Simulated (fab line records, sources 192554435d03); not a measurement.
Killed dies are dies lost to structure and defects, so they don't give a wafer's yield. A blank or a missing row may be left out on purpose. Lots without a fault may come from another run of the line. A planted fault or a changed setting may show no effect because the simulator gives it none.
Chamber matching | flow n5_finfet | N5_BEOL_M6_VIA_ETCH_34 on rie_diel-06: 4 sister chambers
The step etches SiCOH lowk in C4F6/O2, target depth 126.3 nm, time 50.9 s. 4 wafers are shown with their chamber, then 11 later ones without.

WAFERS WITH THEIR CHAMBER
wafer  | chamber | drypump_motor_current_A (A)
L085.6 | 1       | 5.6
L087.2 | 3       | 4.9
L087.5 | 2       | 5.7
L089.2 | 0       | 5.2

WAFERS WITHOUT THEIR CHAMBER
wafer  | drypump_motor_current_A (A)
L089.3 | 4.9
L089.5 | 5.2
L094.1 | 5.5
L094.2 | 5.6
L094.6 | 4.9
L096.1 | 5.0
L096.2 | 5.6
L096.4 | 5.2
L097.1 | 5.6
L097.2 | 4.9
L097.4 | 5.2

WHICH CHAMBER EACH WENT THROUGH
wafer  | from the rows above | in truth
L089.3 | 3                   | 3
L089.5 | 0                   | 0
L094.1 | 1                   | 1
L094.2 | 1                   | 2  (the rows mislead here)
L094.6 | 3                   | 3
L096.1 | 3                   | 3
L096.2 | 1                   | 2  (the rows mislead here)
L096.4 | 0                   | 0
L097.1 | 1                   | 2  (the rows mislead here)
L097.2 | 3                   | 3
L097.4 | 0                   | 0
Placed correctly: 8 of 11. Can't be placed from these rows: 0. Placed wrongly: 3.
How it was worked out, from the rows above alone: a wafer's distance from a chamber is the root of the sum, over the readings, of the square of ((its reading less the chamber's mean) divided by the reading's scatter). The wafer belongs to the nearest chamber; if the next one is less than 2 further off, it can't be placed. A chamber's mean is the mean of its shown wafers. The scatter: with one shown wafer a chamber, the root of the mean of the squares of how far each hidden wafer lies from its nearest shown one.
